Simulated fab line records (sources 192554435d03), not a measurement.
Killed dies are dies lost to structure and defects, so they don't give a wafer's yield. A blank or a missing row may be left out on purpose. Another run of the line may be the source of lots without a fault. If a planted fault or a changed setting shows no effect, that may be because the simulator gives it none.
Chamber matching :: flow n5-finfet :: N5_BEOL_M14_DESCUM_15 on rie-diel-01: 4 sister chambers
The step chemistry O2, time 7.9 s. 14 wafers are shown with their chamber, then 7 later ones without.

== EACH WAFER AND ITS CHAMBER ==
wafer: L077.1
chamber: 0
throttle-valve-pct (%): 20.67
drypump-motor-current-A (A): 5.4
oes-product-au (a.u.): 0.89

wafer: L077.5
chamber: 0
throttle-valve-pct (%): 20.67
drypump-motor-current-A (A): 5.4
oes-product-au (a.u.): 0.90

wafer: L077.6
chamber: 1
throttle-valve-pct (%): 20.09
drypump-motor-current-A (A): 4.8
oes-product-au (a.u.): 0.87

wafer: L075.1
chamber: 2
throttle-valve-pct (%): 20.30
drypump-motor-current-A (A): 5.5
oes-product-au (a.u.): 0.70

wafer: L075.2
chamber: 1
throttle-valve-pct (%): 20.11
drypump-motor-current-A (A): 4.9
oes-product-au (a.u.): 0.87

wafer: L075.4
chamber: 3
throttle-valve-pct (%): 20.42
drypump-motor-current-A (A): 5.8
oes-product-au (a.u.): 0.87

wafer: L080.2
chamber: 1
throttle-valve-pct (%): 20.13
drypump-motor-current-A (A): 4.9
oes-product-au (a.u.): 0.85

wafer: L080.5
chamber: 2
throttle-valve-pct (%): 20.33
drypump-motor-current-A (A): 5.5
oes-product-au (a.u.): 0.70

wafer: L080.6
chamber: 1
throttle-valve-pct (%): 20.12
drypump-motor-current-A (A): 4.8
oes-product-au (a.u.): 0.85

wafer: L081.1
chamber: 0
throttle-valve-pct (%): 20.69
drypump-motor-current-A (A): 5.3
oes-product-au (a.u.): 0.88

wafer: L081.2
chamber: 1
throttle-valve-pct (%): 20.10
drypump-motor-current-A (A): 4.8
oes-product-au (a.u.): 0.86

wafer: L081.6
chamber: 0
throttle-valve-pct (%): 20.69
drypump-motor-current-A (A): 5.3
oes-product-au (a.u.): 0.88

wafer: L082.2
chamber: 3
throttle-valve-pct (%): 20.43
drypump-motor-current-A (A): 5.8
oes-product-au (a.u.): 0.85

wafer: L082.5
chamber: 1
throttle-valve-pct (%): 20.12
drypump-motor-current-A (A): 4.9
oes-product-au (a.u.): 0.85

SIGNATURES (means of the wafers above)
reading: throttle-valve-pct
chamber 0: 20.6800
chamber 1: 20.1117
chamber 2: 20.3150
chamber 3: 20.4250
scatter within a chamber: 0.0141

reading: drypump-motor-current-A
chamber 0: 5.350
chamber 1: 4.850
chamber 2: 5.500
chamber 3: 5.800
scatter within a chamber: 0.05

reading: oes-product-au
chamber 0: 0.8875
chamber 1: 0.8583
chamber 2: 0.7000
chamber 3: 0.8600
scatter within a chamber: 0.00979
Rule: for a wafer and a chamber, the distance is found by dividing, reading by reading, the gap between the wafer's reading and the chamber's mean by the reading's scatter, squaring, summing and taking the root. If the next closest chamber is less than 2 further off than the closest, the wafer can't be placed; otherwise it belongs to the closest. How the scatter is found: for the shown wafers, subtract from each reading the mean of its chamber, square and add these, divide the total by (wafers less chambers), then take the root.

== WAFERS MISSING THEIR CHAMBER ==
wafer: L082.6
throttle-valve-pct (%): 20.70
drypump-motor-current-A (A): 5.4
oes-product-au (a.u.): 0.88

wafer: L083.1
throttle-valve-pct (%): 20.44
drypump-motor-current-A (A): 5.8
oes-product-au (a.u.): 0.83

wafer: L083.3
throttle-valve-pct (%): 20.12
drypump-motor-current-A (A): 4.8
oes-product-au (a.u.): 0.84

wafer: L083.5
throttle-valve-pct (%): 20.12
drypump-motor-current-A (A): 4.9
oes-product-au (a.u.): 0.84

wafer: L089.1
throttle-valve-pct (%): 20.44
drypump-motor-current-A (A): 5.7
oes-product-au (a.u.): 0.82

wafer: L089.3
throttle-valve-pct (%): 20.33
drypump-motor-current-A (A): 5.5
oes-product-au (a.u.): 0.68

wafer: L089.6
throttle-valve-pct (%): 20.15
drypump-motor-current-A (A): 4.9
oes-product-au (a.u.): 0.84

== WHICH CHAMBER EACH WENT THROUGH ==
wafer: L082.6
from the rows above: 0
in truth: 0

wafer: L083.1
from the rows above: 3
in truth: 3

wafer: L083.3
from the rows above: 1
in truth: 1

wafer: L083.5
from the rows above: 1
in truth: 1

wafer: L089.1
from the rows above: 3
in truth: 3

wafer: L089.3
from the rows above: 2
in truth: 2

wafer: L089.6
from the rows above: 1
in truth: 1
7 of 7 placed correctly. Can't be placed from these rows: 0. 0 placed wrongly.
